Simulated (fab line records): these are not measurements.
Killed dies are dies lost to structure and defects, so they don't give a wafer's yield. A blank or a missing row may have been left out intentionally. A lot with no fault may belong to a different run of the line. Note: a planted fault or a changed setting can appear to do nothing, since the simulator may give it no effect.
Chamber matching ; flow n5-finfet ; 4 sister chambers for N5_GATE_CUT_STRIP_41 on rie-diel-01
The step strips in CF4. 4 wafers are shown with their chamber, then 9 later ones without.

WAFERS PAIRED WITH THEIR CHAMBERS
wafer;chamber;drypump-motor-current-A (A)
L078.4;2;6.6
L078.5;1;4.7
L091.4;0;5.9
L091.6;3;6.2

WAFERS MISSING THEIR CHAMBER
wafer;drypump-motor-current-A (A)
L092.2;6.2
L092.3;6.2
L092.5;5.9
L093.1;4.7
L093.4;4.7
L093.6;6.2
L097.2;4.7
L097.3;5.8
L097.4;6.6

THE CHAMBER EACH PASSED THROUGH
wafer;from the rows above;in truth
L092.2;3;3
L092.3;3;3
L092.5;0;0
L093.1;1;1
L093.4;1;1
L093.6;3;3
L097.2;1;1
L097.3;0;0
L097.4;2;2
9 of 9 placed correctly. From these rows, 0 cannot be placed. 0 placed wrongly.
How it was worked out, from the rows above alone: a wafer's distance from a chamber is the root of the sum, over the readings, of the square of ((its reading less the chamber's mean) divided by the reading's scatter). If the next closest chamber is less than 2 further off than the closest, the wafer can't be placed; otherwise it belongs to the closest. For every chamber, the mean is computed from those of its wafers that are shown. The scatter: root of mean squared gap, hidden wafer to nearest shown wafer, with one shown wafer a chamber.
